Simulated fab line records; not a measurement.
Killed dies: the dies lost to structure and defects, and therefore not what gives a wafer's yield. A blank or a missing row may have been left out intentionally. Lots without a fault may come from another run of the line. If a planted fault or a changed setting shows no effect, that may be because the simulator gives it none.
A lot that was struck, set against a sound lot / flow n5-finfet / 36 steps out of a route of 1938
Sound: wafers L122.4, L122.5, L122.6. Wafers struck: L116.2, L116.4, L116.5. Last of all comes the cause.
At each step with rows: each side's tool, then ch and its chambers, then its first start. Under that, the readings that differ: sound wafers / struck wafers / difference of the means / sigmas: that difference in standard deviations of wafers without a fault.
alike: readings whose means differ by less than 2 such deviations, and words and numbers that are the same on both sides. not compared: withheld readings, readings that some wafer has no value for, bounds like >300 that may hide the same value, and numbers for which the record gives no deviation and whose values overlap.
The two part at a step that has a row with sigmas, a row that says differs or no value, or rows on one side only. Numbers that don't overlap but have no deviation are shown without sigmas and don't part them. A reading that every wafer of one side lacks parts them only if that side has two wafers or more.

first, 9 steps without rows for these wafers: N5_SD_EPI_N_DEVELOP_08 (develop time 30 s); N5_SD_EPI_N_DESCUM_14 (chemistry O2, time 7.9 s); N5_SD_EPI_N_ETCH_34 (etches SiARC in CF4, target depth 45.5 nm, time 75.8 s); N5_SD_EPI_N_ETCH_35 (etches SOC in N2/H2, overetch 108 nm, time 486 s); N5_SD_EPI_N_STRIP_36 (strips in N2/H2); N5_SD_EPI_N_ETCHBACK_44 (etches SiNx in CH3F/O2, stops on SiO2, target depth 14.5 nm); N5_SD_EPI_N_ETCH_45 (etches SiOCN in CH3F/O2, target depth 6 nm); N5_SD_EPI_N_ETCH_16 (etches SiO2 in CHF3/O2, target depth 5 nm); N5_SD_EPI_N_STRIP_47 (strips in CHF3/O2).
N5_SD_EPI_N_SD_RECESS_17: chemistry HBr/Cl2/O2, target depth 41 nm, time 23.7 s, bt time 3 s.
  sound on rie-si-05 ch 0,1,3, day 8 19:34; struck on rie-si-04 ch 1,2, day 7 09:54
  no value came back on the struck wafers for any of 6 readings (HBr_flow_sccm (sccm), O2_flow_sccm (sccm) and others); on the sound wafers HBr_flow_sccm (sccm) reads 150.0 149.7 149.3
reading=model.Si_of_WELL_APT_EPI_41.thk-nm (nm); sound=9 9.4 9; struck=50.02 49.4 49.81; difference=+40.61; sigmas=
  not compared: rf-hours-counter-h
then, 2 steps without rows for these wafers: N5_SD_EPI_N_STRIP_38 (strips in N2/H2); N5_SD_EPI_N_WET_ETCH_43 (etches SiO2 in dHF, time 14 s, target depth 1.5 nm).
N5_SD_EPI_N_STRIP_18: strips in SPM, time 750 s.
  sound on wet-bench-02 ch 1,5,7, day 8 19:46; struck on wet-bench-02 ch 3,5,6, day 7 10:05
reading=model.Si_of_WELL_APT_EPI_41.thk-nm (nm); sound=8.6 9 8.8; struck=49.6 49 49.4; difference=+40.5; sigmas=
then, 21 steps without rows for these wafers: N5_SD_EPI_N_SRD_20 (time 30 s); N5_SD_EPI_N_PRECLEAN_48 (cleans in NF3:NH3, afs cycles 2, time 20 s, sublimation time 60 s); N5_SD_EPI_N_VAPOR_ETCH_50 (etches Si in HCl, time 54 s); N5_SD_EPI_N_EPI_21 (deposits Si:P, time 690 s); N5_SD_EPI_N_PRECLEAN_24 (cleans in O3/DIW, time 60 s); N5_SD_EPI_N_SRD_25 (time 30 s); N5_SD_EPI_N_PRECLEAN_49 (cleans in NF3:NH3, afs cycles 1, time 20 s, sublimation time 60 s); N5_SD_EPI_N_LINER_46 (material SiNx, target thk 3 nm); N5_SD_EPI_P_COAT_34 (time 60 s, resist thk 350 nm); N5_SD_EPI_P_COAT_35 (time 60 s, resist thk 35 nm); N5_SD_EPI_P_COAT_03 (resist thk 150 nm); N5_SD_EPI_P_EBR_05; N5_SD_EPI_P_SOFTBAKE_04 (time 60 s); N5_SD_EPI_P_EXPOSE_06 (exposes mask SD P BLK, target cd 240 nm); N5_SD_EPI_P_PEB_07 (peb time 60 s); N5_SD_EPI_P_DEVELOP_08 (develop time 30 s); N5_SD_EPI_P_DESCUM_14 (chemistry O2, time 7.9 s); N5_SD_EPI_P_ETCH_36 (etches SiARC in CF4, target depth 45.5 nm, time 75.8 s); N5_SD_EPI_P_ETCH_37 (etches SOC in N2/H2, overetch 108 nm, time 486 s); N5_SD_EPI_P_STRIP_38 (strips in N2/H2); N5_SD_EPI_P_ETCHBACK_46 (etches SiNx in CH3F/O2, stops on SiO2, target depth 17.5 nm).
-- a jump in the record: the struck wafers' starts before and after are 5 days apart (it breaks off in module SD_EPI_P and resumes in module BEOL_M4, where the first step shown is number 1111 of the route) --
N5_BEOL_M4_RC_MEAS_101:
  sound on prober-01 ch 0, day 14 03:17; struck on prober-02 ch 0, day 12 08:26
reading=CJ_N; sound=4.37 4.32 4.34; struck=2.53 2.52 2.55; difference=-1.81; sigmas=-18
reading=DIBL_N (mV/V); sound=33.0 33.5 34.9; struck=28.2 28.3 26.5; difference=-6.1; sigmas=-3
reading=IOFF_N (nA/um); sound=0.11 0.12 0.13; struck=0.03 0.03 0.02; difference=-0.09; sigmas=-3
reading=IOFF_N_85C (nA/um); sound=2.2 2.3 2.6; struck=0.7 0.8 0.6; difference=-1.7; sigmas=-3
reading=IOFF_N_LIN (nA/um); sound=0.053 0.057 0.060; struck=0.017 0.020 0.016; difference=-0.039; sigmas=-3
reading=ION_N (uA/um); sound=665 671 675; struck=272 278 274; difference=-396; sigmas=-28
reading=REXT_N (ohm.um); sound=75.5 75.7 75.7; struck=117.2 118.9 114.8; difference=+41.3; sigmas=+23
reading=VT_N (mV); sound=258 255 254; struck=291 284 293; difference=+34; sigmas=+9
reading=VT_N_LVT (mV); sound=106 104 103; struck=140 136 140; difference=+34; sigmas=+9
  alike: DIBL_P, IOFF_N_LONG, IOFF_P, ION_P, SS_N, SS_P, VT_P
-- here the record skips 5 days between the struck wafers' starts before and after, leaving off in module BEOL_M4 and picking up in module PASSIVATION (first step shown: number 1936 of the route) --
N5_PASSIVATION_PROBE_49:
  sound on prober-02 at day 18 06:14; struck on prober-02 at day 17 01:45
reading=sort_bin_8_speed (%); sound=0 0 0; struck=89.49 91.19 91.61; difference=+90.76; sigmas=+99 or more
reading=sort-n-pass; sound=1056 1073 1092; struck=0 0 0; difference=-1074; sigmas=-63
reading=sort-yield-pct (%); sound=89.5 90.9 92.5; struck=0 0 0; difference=-91; sigmas=-65
  alike: defect-limited-yield, killed_at_M0_to_M3, killed_at_M4_up, killed-at-contacts, killed-at-front-end, killed-at-other, killed-dies, killed-on-rim, killed-open, killed-short, sort_bin_5_function, sort_bin_6_memory

## WHERE THEY PART
Last at N5_PASSIVATION_PROBE_49 as far as this record goes, first at N5_SD_EPI_N_SD_RECESS_17.

WHY: what had been put in by the simulator
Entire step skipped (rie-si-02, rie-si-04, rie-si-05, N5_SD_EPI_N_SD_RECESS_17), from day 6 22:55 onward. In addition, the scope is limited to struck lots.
